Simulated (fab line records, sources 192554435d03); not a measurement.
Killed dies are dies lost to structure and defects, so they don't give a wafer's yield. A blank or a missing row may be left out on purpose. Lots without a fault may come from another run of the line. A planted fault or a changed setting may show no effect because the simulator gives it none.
A struck lot beside a sound one | flow n5_finfet | 40 steps out of a route of 1938
Sound: wafers L365.1, L365.4, L365.5. Struck: wafers L374.2, L374.4, L374.6. The cause comes at the end.
At each step with rows: each side's tool, then ch and its chambers, then its first start. Under that, the readings that differ: sound wafers | struck wafers | difference of the means | sigmas: that difference in standard deviations of wafers without a fault.
alike: readings whose means differ by less than 2 such deviations, and words and numbers that are the same on both sides. not compared: withheld readings, readings that some wafer has no value for, bounds like >300 that may hide the same value, and numbers for which the record gives no deviation and whose values overlap.
The two part at a step that has a row with sigmas, a row that says differs or no value, or rows on one side only. Numbers that don't overlap but have no deviation are shown without sigmas and don't part them. A reading that every wafer of one side lacks parts them only if that side has two wafers or more.

first, 2 steps without rows for these wafers: N5_HKMG_FIN_WET_ETCH_18 (etches TiN in SC1, time 55 s, target depth 5.2 nm, rinse time 30 s); N5_HKMG_FIN_STRIP_19 (strips in N2/H2, time 360 s).
N5_HKMG_FIN_ALD_91: deposits TiN, target thk 1 nm, pulse time 1 s, purge time 3 s.
  sound on ald_metal-02 ch 0,3, day 4 10:28; struck on ald_metal-01 ch 0,3, day 6 14:46
  alike: heater_power_w, precursor_pulse_height_rel
  not compared: since_wet_clean_h
then, 1 step without rows for these wafers: N5_HKMG_FIN_COAT_85 (time 60 s, resist thk 300 nm).
N5_HKMG_FIN_ETCH_86: etches SOC in N2/H2, stops on TiN, target depth 393.2 nm.
  sound on rie_diel-04 ch 1,2,3, day 4 10:48; struck on rie_diel-04 ch 0,1,3, day 6 15:06
  alike: drypump_motor_current_A, oes_product_au, rf_fwd_power_W, rf_vpp_V, showerhead_plenum_p_Torr, throttle_valve_pct
  not compared: rf_hours_counter_h
N5_HKMG_FIN_STRIP_89: strips SOC in N2/H2, time 20 s.
  sound on rie_diel-04 ch 1,2,3, day 4 10:52; struck on rie_diel-04 ch 0,1,3, day 6 15:10
  alike: drypump_motor_current_A, oes_product_au, rf_fwd_power_W, rf_vpp_V, showerhead_plenum_p_Torr, throttle_valve_pct
  not compared: rf_hours_counter_h
then, 6 steps without rows for these wafers: N5_HKMG_FIN_WET_ETCH_87 (etches TiN in SC1, time 154.2 s, target depth 4.7 nm, rinse time 30 s); N5_HKMG_FIN_STRIP_88 (strips in N2/H2, time 360 s); N5_HKMG_FIN_NWFM_ALD_20 (deposits TiAlC, target thk 2 nm, pulse time 3 s, purge time 2 s); N5_HKMG_FIN_ALD_71 (deposits TiN, target thk 1 nm, pulse time 1 s, purge time 3 s); N5_HKMG_FIN_COAT_66 (time 60 s, resist thk 300 nm); N5_HKMG_FIN_ETCH_67 (etches SOC in N2/H2, stops on TiN, target depth 388.9 nm).
N5_HKMG_FIN_STRIP_90: strips SOC in N2/H2, time 20 s.
  sound on rie_diel-04 ch 1,2, day 4 12:04; struck on rie_diel-03 ch 0,2, day 6 16:14
  alike: drypump_motor_current_A, oes_product_au, rf_fwd_power_W, rf_vpp_V, showerhead_plenum_p_Torr, throttle_valve_pct
  not compared: rf_hours_counter_h
then, 11 steps without rows for these wafers: N5_HKMG_FIN_WET_ETCH_73 (etches the open film in SC1, time 42.3 s, target depth 1.3 nm, rinse time 30 s); N5_HKMG_FIN_ETCHBACK_68 (etches the open film in Cl2/Ar, stops on HfO2, target depth 0.5 nm); N5_HKMG_FIN_STRIP_69 (strips in N2/H2, time 360 s); N5_HKMG_FIN_ALD_21 (deposits TiN, target thk 1.5 nm, pulse time 1 s, purge time 3 s); N5_HKMG_FIN_ALD_72 (deposits W, target thk 2 nm, pulse time 1 s, purge time 2 s); N5_HKMG_FIN_W_FILL_22 (material W, target thk 60 nm, time 18.2 s); N5_HKMG_FIN_PRECLEAN_83 (cleans in DIW, time 57.5 s); N5_HKMG_FIN_SRD_84 (dry time 32 s); N5_HKMG_FIN_CMP_23 (polishes, stops on SiNx, t overpolish 10 s, target thk 46.326 nm); N5_HKMG_FIN_CMP_94 (polishes, stops on SiNx, t overpolish 4.7 s, target thk 43.299 nm); N5_GATE_CUT_ETCHBACK_00 (etches W in SF6/Cl2).
N5_GATE_CUT_ETCH_56: etches TiN in Cl2/Ar, target depth 21.6 nm.
  sound on rie_metal-02 ch 0,1, day 4 14:32; struck on rie_metal-03 ch 0,1, day 6 18:19
  reading                     | sound       | struck      | difference | sigmas
  drypump_motor_current_A (A) | 5.0 4.9 5.0 | 6.6 6.8 6.6 | +1.7       | +2
  alike: oes_product_au, rf_fwd_power_W, throttle_valve_pct
  not compared: rf_hours_counter_h
then, 3 steps without rows for these wafers: N5_GATE_CUT_ETCHBACK_30 (etches TiN in Cl2/Ar, target depth 3 nm); N5_GATE_CUT_VAPOR_ETCH_60 (etches HfO2 in BCl3/Cl2); N5_GATE_CUT_ETCH_58 (etches SiNx in CH3F/O2, target depth 17 nm, time 128.6 s).
N5_GATE_CUT_STRIP_59: strips in N2/H2, time 20 s.
  sound on rie_diel-05 ch 0,2, day 4 14:49; struck on rie_diel-06 ch 0,1,2, day 6 18:35
  alike: drypump_motor_current_A, oes_product_au, rf_vpp_V, showerhead_plenum_p_Torr, throttle_valve_pct
  not compared: rf_hours_counter_h
then, 10 steps without rows for these wafers: N5_GATE_CUT_PRECLEAN_31 (cleans in DIW, time 300 s); N5_GATE_CUT_SRD_32 (time 30 s); N5_GATE_CUT_SAC_CAP_01 (material SiNx, target thk 24 nm, pulse time 1 s, ald cycles 480); N5_GATE_CUT_PECVD_57 (deposits SiNx from SiH4/NH3/N2, target thk 21 nm); N5_GATE_CUT_CMP_02 (polishes, stops on SiO2, t overpolish 12.7 s, target thk 0 nm); N5_GATE_CUT_HM_DEP_46 (deposits SiO2 from TEOS/O2, target thk 130 nm, time 26.6 s); N5_GATE_CUT_COAT_34 (time 60 s, resist thk 60 nm); N5_GATE_CUT_COAT_35 (time 60 s, resist thk 10 nm); N5_GATE_CUT_COAT_27 (time 60 s, resist thk 10 nm); N5_GATE_CUT_COAT_07 (resist thk 30 nm).
-- the record jumps here: 11 days lie between the struck wafers' starts before and after (it left off in module GATE_CUT and takes up again in module PASSIVATION, whose first step shown is number 1936 of the route) --
N5_PASSIVATION_PROBE_49:
  sound on prober-01, day 14 13:38; struck on prober-01, day 18 03:04
  reading             | sound      | struck      | difference | sigmas
  killed_at_front_end | 23 37 41   | 136 140 142 | +106       | +11
  killed_dies         | 92 108 106 | 208 189 203 | +98        | +7
  alike: killed_at_M0_to_M3, killed_at_M4_up, killed_at_contacts, killed_at_other, killed_open, killed_short

WHERE THEY PART
First at N5_GATE_CUT_ETCH_56; last, within this record, at N5_PASSIVATION_PROBE_49.

WHY: what the simulator had put in
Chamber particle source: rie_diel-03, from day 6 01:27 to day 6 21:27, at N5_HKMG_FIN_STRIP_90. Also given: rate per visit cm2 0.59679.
